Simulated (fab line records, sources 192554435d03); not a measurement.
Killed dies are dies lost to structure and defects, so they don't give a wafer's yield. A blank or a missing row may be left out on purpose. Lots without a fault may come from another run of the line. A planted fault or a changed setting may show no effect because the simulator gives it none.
Which tool did it? | flow n5_finfet | 24 lots, 72 wafers sampled, at 5 steps of a route of 1938

WHAT THE GAUGES READ, wafer by wafer
N5_BEOL_M4_CD_MEAS_28: target cd 26.2 nm, target cd y 24.1 nm.
lot  | measured     | on        | cd_nm (nm)
L074 | day 7 05:01  | cd_sem-03 | 26.38 26.00 25.96
L075 | day 7 16:32  | cd_sem-01 | 26.18 25.70 26.40
L077 | day 8 02:09  | cd_sem-03 | 26.25 26.24 25.97
L076 | day 8 02:33  | cd_sem-03 | 26.25 26.08 26.00
L078 | day 8 19:34  | cd_sem-01 | 26.10 26.17 26.02
L079 | day 9 00:08  | cd_sem-02 | 26.09 25.89 26.21
L080 | day 8 21:23  | cd_sem-02 | 26.25 26.29 26.25
L081 | day 9 06:19  | cd_sem-02 | 26.20 26.18 26.39
L082 | day 9 13:53  | cd_sem-01 | 25.76 26.01 26.03
L083 | day 10 04:41 | cd_sem-01 | 26.29 26.29 26.03
L084 | day 10 06:33 | cd_sem-02 | 26.55 25.81 26.08
L085 | day 10 08:10 | cd_sem-02 | 26.37 26.05 26.05
L086 | day 10 10:50 | cd_sem-01 | 26.36 26.31 26.10
L087 | day 10 13:16 | cd_sem-03 | 26.03 25.76 26.47
L088 | day 10 21:34 | cd_sem-03 | 26.53 26.38 26.34
L089 | day 11 13:17 | cd_sem-01 | 25.88 26.23 26.32
L090 | day 11 15:09 | cd_sem-01 | 26.00 26.30 26.31
L091 | day 11 22:29 | cd_sem-02 | 26.18 25.94 25.92
L092 | day 12 09:22 | cd_sem-03 | 26.52 26.29 26.01
L093 | day 12 16:14 | cd_sem-01 | 26.12 26.17 25.93
L094 | day 13 06:07 | cd_sem-03 | 26.01 26.32 25.78
L095 | day 12 19:48 | cd_sem-01 | 26.14 26.08 26.37
L097 | day 13 03:57 | cd_sem-01 | 26.30 25.67 26.31
L096 | day 13 12:34 | cd_sem-02 | 25.65 26.20 26.29

WHICH TOOL RAN EACH LOT (tool, then ch and the chambers of the sampled wafers, then the start)
lot  | N5_BEOL_M3_DEGAS_44          | N5_BEOL_M3_SURFACE_TREAT_85  | N5_BEOL_M3_SPUTTER_79        | N5_BEOL_M4_HM_DEP_02
L074 | pvd_sputter-03, day 6 21:37  | pvd_sputter-01, day 6 22:14  | pvd_sputter-01, day 6 22:47  | pvd_sputter-03, day 7 03:19
L075 | pvd_sputter-01, day 7 07:49  | pvd_sputter-01, day 7 08:09  | pvd_sputter-02, day 7 10:11  | pvd_sputter-03, day 7 15:05
L077 | pvd_sputter-01, day 7 20:46  | pvd_sputter-01, day 7 21:07  | pvd_sputter-02, day 7 21:37  | pvd_sputter-02, day 8 00:37
L076 | pvd_sputter-01, day 7 20:56  | pvd_sputter-02, day 7 21:21  | pvd_sputter-01, day 7 22:03  | pvd_sputter-02, day 8 01:01
L078 | pvd_sputter-03, day 8 10:58  | pvd_sputter-03, day 8 11:21  | pvd_sputter-03, day 8 12:08  | pvd_sputter-01, day 8 17:49
L079 | pvd_sputter-03, day 8 14:23  | pvd_sputter-03, day 8 17:41  | pvd_sputter-01, day 8 18:08  | pvd_sputter-01, day 8 22:49
L080 | pvd_sputter-02, day 8 14:49  | pvd_sputter-01, day 8 15:30  | pvd_sputter-01, day 8 16:12  | pvd_sputter-01, day 8 20:05
L081 | pvd_sputter-01, day 9 00:13  | pvd_sputter-02, day 9 00:47  | pvd_sputter-02, day 9 01:14  | pvd_sputter-03, day 9 04:31
L082 | pvd_sputter-03, day 9 08:13  | pvd_sputter-03, day 9 08:33  | pvd_sputter-03, day 9 09:01  | pvd_sputter-03, day 9 12:21
L083 | pvd_sputter-01, day 9 23:17  | pvd_sputter-02, day 9 23:44  | pvd_sputter-02, day 10 00:11 | pvd_sputter-02, day 10 03:17
L084 | pvd_sputter-02, day 9 23:17  | pvd_sputter-02, day 9 23:53  | pvd_sputter-03, day 10 01:21 | pvd_sputter-01, day 10 05:09
L085 | pvd_sputter-02, day 10 02:35 | pvd_sputter-02, day 10 03:01 | pvd_sputter-01, day 10 03:32 | pvd_sputter-03, day 10 06:22
L086 | pvd_sputter-03, day 10 05:42 | pvd_sputter-01, day 10 06:05 | pvd_sputter-01, day 10 06:32 | pvd_sputter-02, day 10 09:34
L087 | pvd_sputter-03, day 10 05:53 | pvd_sputter-03, day 10 06:17 | pvd_sputter-01, day 10 08:22 | pvd_sputter-02, day 10 11:49
L088 | pvd_sputter-03, day 10 15:50 | pvd_sputter-03, day 10 16:22 | pvd_sputter-01, day 10 16:49 | pvd_sputter-02, day 10 20:03
L089 | pvd_sputter-03, day 11 06:02 | pvd_sputter-01, day 11 06:29 | pvd_sputter-01, day 11 07:05 | pvd_sputter-03, day 11 11:52
L090 | pvd_sputter-01, day 11 08:58 | pvd_sputter-01, day 11 09:35 | pvd_sputter-03, day 11 10:07 | pvd_sputter-03, day 11 13:25
L091 | pvd_sputter-01, day 11 17:17 | pvd_sputter-02, day 11 17:40 | pvd_sputter-01, day 11 18:08 | pvd_sputter-02, day 11 21:12
L092 | pvd_sputter-03, day 12 01:34 | pvd_sputter-02, day 12 01:58 | pvd_sputter-02, day 12 02:29 | pvd_sputter-01, day 12 07:48
L093 | pvd_sputter-01, day 12 08:59 | pvd_sputter-02, day 12 09:32 | pvd_sputter-02, day 12 10:22 | pvd_sputter-03, day 12 14:16
L094 | pvd_sputter-01, day 12 09:04 | pvd_sputter-01, day 12 09:37 | pvd_sputter-01, day 12 11:54 | pvd_sputter-01, day 13 04:35
L095 | pvd_sputter-03, day 12 12:19 | pvd_sputter-02, day 12 12:40 | pvd_sputter-02, day 12 13:11 | pvd_sputter-03, day 12 18:11
L097 | pvd_sputter-02, day 12 22:38 | pvd_sputter-03, day 12 23:04 | pvd_sputter-02, day 12 23:31 | pvd_sputter-02, day 13 02:33
L096 | pvd_sputter-02, day 13 06:52 | pvd_sputter-03, day 13 07:17 | pvd_sputter-02, day 13 07:44 | pvd_sputter-03, day 13 11:10
- N5_BEOL_M3_DEGAS_44: time 60 s.
- N5_BEOL_M3_SURFACE_TREAT_85
- N5_BEOL_M3_SPUTTER_79: material Cu, target thk 4.5 nm, time 8.29 s.
- N5_BEOL_M4_HM_DEP_02: deposits TiN, target thk 20 nm.

WHAT THE TOOLS THEMSELVES READ (means of the sampled wafers that have a number; where no wafer has one, the mark that the record gives instead)
N5_BEOL_M3_DEGAS_44.
lot  | tool           | heater_power_w (W) | susceptor_temp_C (C)
L074 | pvd_sputter-03 | 344                | 250.06
L075 | pvd_sputter-01 | 342                | 250.07
L077 | pvd_sputter-01 | 355                | 250.00
L076 | pvd_sputter-01 | 340                | 250.06
L078 | pvd_sputter-03 | 334                | 250.13
L079 | pvd_sputter-03 | 332                | 249.89
L080 | pvd_sputter-02 | 325                | 250.02
L081 | pvd_sputter-01 | 347                | 250.01
L082 | pvd_sputter-03 | 345                | 249.96
L083 | pvd_sputter-01 | 343                | 249.84
L084 | pvd_sputter-02 | 341                | 249.63
L085 | pvd_sputter-02 | 390                | 249.75
L086 | pvd_sputter-03 | 337                | 249.91
L087 | pvd_sputter-03 | 325                | 249.91
L088 | pvd_sputter-03 | 352                | 250.18
L089 | pvd_sputter-03 | 362                | 250.12
L090 | pvd_sputter-01 | 340                | 250.04
L091 | pvd_sputter-01 | 349                | 249.97
L092 | pvd_sputter-03 | 337                | 250.10
L093 | pvd_sputter-01 | 343                | 250.07
L094 | pvd_sputter-01 | 339                | 250.04
L095 | pvd_sputter-03 | 346                | 250.03
L097 | pvd_sputter-02 | 359                | 249.92
L096 | pvd_sputter-02 | 368                | 249.99

N5_BEOL_M3_SPUTTER_79.
lot  | tool           | susceptor_temp_C (C) | throttle_valve_pct (%)
L074 | pvd_sputter-01 | -19.94               | 30.6
L075 | pvd_sputter-02 | -20.03               | 29.1
L077 | pvd_sputter-02 | -19.99               | 29.5
L076 | pvd_sputter-01 | -19.95               | 30.0
L078 | pvd_sputter-03 | -20.01               | 29.5
L079 | pvd_sputter-01 | -20.04               | 30.8
L080 | pvd_sputter-01 | -19.88               | 30.3
L081 | pvd_sputter-02 | -19.96               | 29.3
L082 | pvd_sputter-03 | -19.97               | 29.9
L083 | pvd_sputter-02 | -20.02               | 29.3
L084 | pvd_sputter-03 | -19.89               | 29.9
L085 | pvd_sputter-01 | -20.06               | 30.8
L086 | pvd_sputter-01 | -20.01               | 30.4
L087 | pvd_sputter-01 | -19.98               | 30.3
L088 | pvd_sputter-01 | -20.03               | 30.5
L089 | pvd_sputter-01 | -19.96               | 31.4
L090 | pvd_sputter-03 | -19.98               | 30.3
L091 | pvd_sputter-01 | -20.06               | 30.3
L092 | pvd_sputter-02 | -19.94               | 29.1
L093 | pvd_sputter-02 | -19.94               | 29.4
L094 | pvd_sputter-01 | -19.95               | 31.0
L095 | pvd_sputter-02 | -19.96               | 29.3
L097 | pvd_sputter-02 | -20.03               | 28.9
L096 | pvd_sputter-02 | -20.01               | 29.6

N5_BEOL_M4_HM_DEP_02.
lot  | tool           | susceptor_temp_C (C) | throttle_valve_pct (%)
L074 | pvd_sputter-03 | 24.98                | 29.5
L075 | pvd_sputter-03 | 25.10                | 30.8
L077 | pvd_sputter-02 | 25.11                | 29.0
L076 | pvd_sputter-02 | 25.05                | 29.1
L078 | pvd_sputter-01 | 25.02                | 31.3
L079 | pvd_sputter-01 | 24.96                | 31.4
L080 | pvd_sputter-01 | 25.03                | 30.8
L081 | pvd_sputter-03 | 25.00                | 31.0
L082 | pvd_sputter-03 | 25.00                | 30.6
L083 | pvd_sputter-02 | 24.96                | 29.3
L084 | pvd_sputter-01 | 24.91                | 31.0
L085 | pvd_sputter-03 | 25.09                | 30.3
L086 | pvd_sputter-02 | 24.97                | 29.5
L087 | pvd_sputter-02 | 25.01                | 29.4
L088 | pvd_sputter-02 | 25.03                | 29.4
L089 | pvd_sputter-03 | 24.80                | 29.6
L090 | pvd_sputter-03 | 24.93                | 30.1
L091 | pvd_sputter-02 | 24.99                | 29.2
L092 | pvd_sputter-01 | 25.03                | 30.5
L093 | pvd_sputter-03 | 25.07                | 30.9
L094 | pvd_sputter-01 | 25.02                | 30.4
L095 | pvd_sputter-03 | 25.05                | 29.4
L097 | pvd_sputter-02 | 25.14                | 29.3
L096 | pvd_sputter-03 | 24.95                | 30.2

THE ANSWER, worked out from the rows above alone
Rule: what is usual is taken from the lots themselves. Put in order of their means at a reading, lots are off if they are a third of the lots or fewer, leave a main group of 4 or more, and stand apart from it by a gap of 3 or more times the standard deviation of the main group's means; of several such gaps the widest counts. A main group whose means are all the same, to the digits that the tables above print for the reading, isn't used. A lot without any number at a reading at which 4 lots or more have one is off too. The other lots that the step has rows for count as sound. The gauges are gone through in route order, then the tools' own readings, and for those a lot's mean is taken as printed above. The first step at which some lot is off is used, and at that step the reading that is off furthest; a lot without a number counts as furthest.
No lot is off at any reading shown: from this, nothing can be told.

WHAT THE SIMULATOR HAD PUT IN
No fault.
